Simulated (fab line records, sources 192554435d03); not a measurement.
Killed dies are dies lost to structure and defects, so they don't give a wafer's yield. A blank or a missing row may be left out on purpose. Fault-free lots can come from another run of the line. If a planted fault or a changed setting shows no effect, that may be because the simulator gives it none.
Lot-split experiment ; flow n5Finfet ; 39 wafers read across 7 lots, on a route 1938 steps long

## ABOUT THE SPLIT
At N5_BEOL_M5_TRENCH_ETCH_37 (etches SiCOH lowk in C4F6/O2, target depth 71.652 nm, time 24.7 s), the setting targetDepthA was moved away from the recipe's 716.52 angstrom on 6 of the 39 wafers read, by +30.3% to +38.0%. For the rest of the wafers, this setting stayed at what the recipe calls for.

## FROM THE SPLIT TO THE READING: what the file shows between them, 13 steps
- N5_BEOL_M5_ETCH_41: etches SiCN in CH3F/O2, target depth 31.5 nm, time 56.7 s
- N5_BEOL_M5_STRIP_91: strips in N2/H2, time 10 s
- N5_BEOL_M5_OCD_MEAS_38
- N5_BEOL_M5_HM_STRIP_39: strips TiN in peroxide tin strip, target depth 25 nm, time 158 s
- N5_BEOL_M5_SRD_40: time 30 s
- N5_BEOL_M5_ECD_50: material Cu, target thk 300 nm
- N5_BEOL_M5_ANNEAL_51: time 90 s
- N5_BEOL_M5_CMP_52: polishes, stops on SiCOH lowk, t overpolish 6.9 s, target thk 62 nm
- N5_BEOL_M5_THK_MEAS_53: measures by xrf
- N5_BEOL_M5_PRE_CLEAN_77: time 15 s
- N5_BEOL_M5_CO_CAP_78: material Co, precursor CCTBA/H2, target thk 2 nm, time 102.1 s
- N5_BEOL_M5_PRE_CLEAN_55: time 15 s
- N5_BEOL_M5_DEP_56: deposits SiCN from 3MS/NH3, target thk 8 nm, time 14 s

## THE READING
M5_RS (ohm/sq), read at N5_BEOL_M5_RS_MEAS_57 with a four-point probe. A value of 0.393 ohm/sq with a standard deviation of 0.013 ohm/sq is what fault-free wafers of this fab line usually give.

wafer;tool, chamber at the split;targetDepthA as run, angstrom;against the recipe;M5_RS, ohm/sq;against lot-mates on the recipe
L078.1;rieDiel-01, 0;716.52;recipe;0.393;-
L078.2;rieDiel-01, 3;716.52;recipe;0.387;-
L078.3;rieDiel-01, 2;716.52;recipe;0.394;-
L083.1;rieDiel-05, 1;716.52;recipe;0.423;-
L083.2;rieDiel-05, 0;933.6;+30.3%;0.281;-0.119
L083.3;rieDiel-05, 3;933.6;+30.3%;0.261;-0.139
L083.4;rieDiel-05, 1;933.6;+30.3%;0.289;-0.111
L083.5;rieDiel-05, 0;716.52;recipe;0.398;-
L083.6;rieDiel-05, 3;716.52;recipe;0.379;-
L082.1;rieDiel-05, 3;716.52;recipe;0.382;-
L082.2;rieDiel-05, 0;716.52;recipe;0.392;-
L082.3;rieDiel-05, 2;716.52;recipe;0.405;-
L082.4;rieDiel-05, 1;716.52;recipe;0.415;-
L082.5;rieDiel-05, 0;716.52;recipe;0.394;-
L082.6;rieDiel-05, 1;716.52;recipe;0.414;-
L085.1;rieDiel-05, 1;716.52;recipe;0.392;-
L085.2;rieDiel-05, 2;716.52;recipe;0.381;-
L085.3;rieDiel-05, 0;716.52;recipe;0.405;-
L085.4;rieDiel-05, 3;716.52;recipe;0.368;-
L085.5;rieDiel-05, 0;716.52;recipe;0.383;-
L085.6;rieDiel-05, 3;716.52;recipe;0.363;-
L091.1;rieDiel-05, 3;716.52;recipe;0.369;-
L091.2;rieDiel-05, 1;716.52;recipe;0.391;-
L091.3;rieDiel-05, 0;716.52;recipe;0.392;-
L091.4;rieDiel-05, 2;716.52;recipe;0.394;-
L091.5;rieDiel-05, 2;716.52;recipe;0.382;-
L091.6;rieDiel-05, 3;716.52;recipe;0.359;-
L093.1;rieDiel-01, 0;716.52;recipe;0.369;-
L093.2;rieDiel-01, 1;716.52;recipe;0.379;-
L093.3;rieDiel-01, 3;716.52;recipe;0.392;-
L093.4;rieDiel-01, 1;988.8;+38.0%;0.248;-0.132
L093.5;rieDiel-01, 3;988.8;+38.0%;0.242;-0.138
L093.6;rieDiel-01, 0;988.8;+38.0%;0.255;-0.125
L090.1;rieDiel-06, 0;716.52;recipe;0.399;-
L090.2;rieDiel-06, 2;716.52;recipe;0.405;-
L090.3;rieDiel-06, 3;716.52;recipe;0.423;-
L090.4;rieDiel-06, 1;716.52;recipe;0.412;-
L090.5;rieDiel-06, 0;716.52;recipe;0.402;-
L090.6;rieDiel-06, 3;716.52;recipe;0.402;-

THE FIT
A straight line over all 39 wafers: M5_RS changes by -0.00379 ohm/sq for each +1% of targetDepthA; r = -0.95; the points scatter about the line by 0.016 ohm/sq.
The same after taking each lot's own level away (the mean of its wafers on the recipe; 39 wafers): -0.00369 ohm/sq for each +1%; r = -0.97; scatter 0.013 ohm/sq.
According to that fit, moving targetDepthA by its largest amount changes the reading by 0.14 ohm/sq.
Across the lots, their own levels run from 0.3800 to 0.4072 ohm/sq, a range of 2.1 times the standard deviation given above.
So the lot-to-lot level changes the slope little: the two slopes agree.
Check: with one of the wafers moved furthest among these (+38.0%) left out of the fit, the line predicts -0.143 ohm/sq for it against its lot-mates. It came out at -0.132 ohm/sq against them.

## THESE WAFERS: OTHER SPLITS
Other splits were also applied to these wafers ahead of the reading. Each is held against what the fit with the lots' levels taken away leaves over:
other split on the same wafers;wafers away from the commonest value;r with M5_RS (lot level and that fit taken away)
N5_BEOL_M3_TRENCH_ETCH_37 timeS;12;+0.12

## THE WHOLE CHAIN: every reading that the file lists as answering this split, in the file's order
step;what it does;reading;change (the file's fit);r (the file's)
N5_BEOL_M5_TRENCH_ETCH_37;etches SiCOH lowk in C4F6/O2, target depth 71.652 nm, time 24.7 s;BEOL_M5.featureDepthNm (the simulator's own value, which no gauge read);+0.709 nm for each +1% of the setting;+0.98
N5_BEOL_M5_TRENCH_ETCH_37;etches SiCOH lowk in C4F6/O2, target depth 71.652 nm, time 24.7 s;etch.depthNm (the simulator's own value, which no gauge read);+0.709 nm for each +1% of the setting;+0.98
N5_BEOL_M5_OCD_MEAS_38;;trenchDepthNm;+0.71 nm for each +1% of the setting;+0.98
N5_BEOL_M5_CMP_52;polishes, stops on SiCOH lowk, t overpolish 6.9 s, target thk 62 nm;Cu_of_BEOL_M5_ECD_50.thkNm (the simulator's own value, which no gauge read);+0.722 nm for each +1% of the setting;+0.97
N5_BEOL_M5_THK_MEAS_53;measures by xrf;M5_THK;+0.711 for each +1% of the setting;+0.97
N5_BEOL_M5_RS_MEAS_57;measures by four-point-probe;M5_RS;-0.0037 for each +1% of the setting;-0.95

## FILE'S OWN FIT
M5_RS changes by -0.0037 ohm/sq for each +1% of targetDepthA, r = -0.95.
